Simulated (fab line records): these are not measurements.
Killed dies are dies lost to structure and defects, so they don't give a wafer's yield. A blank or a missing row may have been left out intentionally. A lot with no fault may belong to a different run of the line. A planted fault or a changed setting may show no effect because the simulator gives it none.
Chamber matching || flow n5_finfet || 4 sister chambers for N5_DUMMY_GATE_ETCH_36 on rie_diel-05
The step etches SiARC in CF4, target depth 13 nm. 4 wafers are shown with their chamber, then 7 later ones without.

WAFERS WITH THEIR CHAMBER
{"wafer": "L076.6", "chamber": 3, "throttle_valve_pct (%)": 15.86}
{"wafer": "L084.2", "chamber": 0, "throttle_valve_pct (%)": 15.65}
{"wafer": "L084.3", "chamber": 2, "throttle_valve_pct (%)": 15.02}
{"wafer": "L086.2", "chamber": 1, "throttle_valve_pct (%)": 15.29}

WAFERS WHOSE CHAMBER IS MISSING
{"wafer": "L086.6", "throttle_valve_pct (%)": 15.46}
{"wafer": "L089.1", "throttle_valve_pct (%)": 15.47}
{"wafer": "L089.3", "throttle_valve_pct (%)": 15.28}
{"wafer": "L089.5", "throttle_valve_pct (%)": 15.03}
{"wafer": "L090.4", "throttle_valve_pct (%)": 15.66}
{"wafer": "L090.5", "throttle_valve_pct (%)": 15.03}
{"wafer": "L090.6", "throttle_valve_pct (%)": 15.47}

CHAMBER TAKEN BY EACH
{"wafer": "L086.6", "from the rows above": "can't be placed: 1 or 0 or 3", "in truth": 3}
{"wafer": "L089.1", "from the rows above": "can't be placed: 0 or 1 or 3", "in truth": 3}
{"wafer": "L089.3", "from the rows above": 1, "in truth": 1}
{"wafer": "L089.5", "from the rows above": 2, "in truth": 2}
{"wafer": "L090.4", "from the rows above": "can't be placed: 0 or 3", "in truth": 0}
{"wafer": "L090.5", "from the rows above": 2, "in truth": 2}
{"wafer": "L090.6", "from the rows above": "can't be placed: 0 or 1 or 3", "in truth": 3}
Placed correctly: 3 of 7. Can't be placed from these rows: 4 (the true chamber is among the candidates in 4). Placed wrongly: 0.
How it was worked out, from the rows above alone: a wafer's distance from a chamber is the root of the sum, over the readings, of the square of ((its reading less the chamber's mean) divided by the reading's scatter). If the next closest chamber is less than 2 further off than the closest, the wafer can't be placed; otherwise it belongs to the closest. The mean given for a chamber averages the wafers shown for that chamber. The scatter (one wafer shown for each chamber): square how far every hidden wafer sits from the nearest shown wafer, average those squares and take the square root.
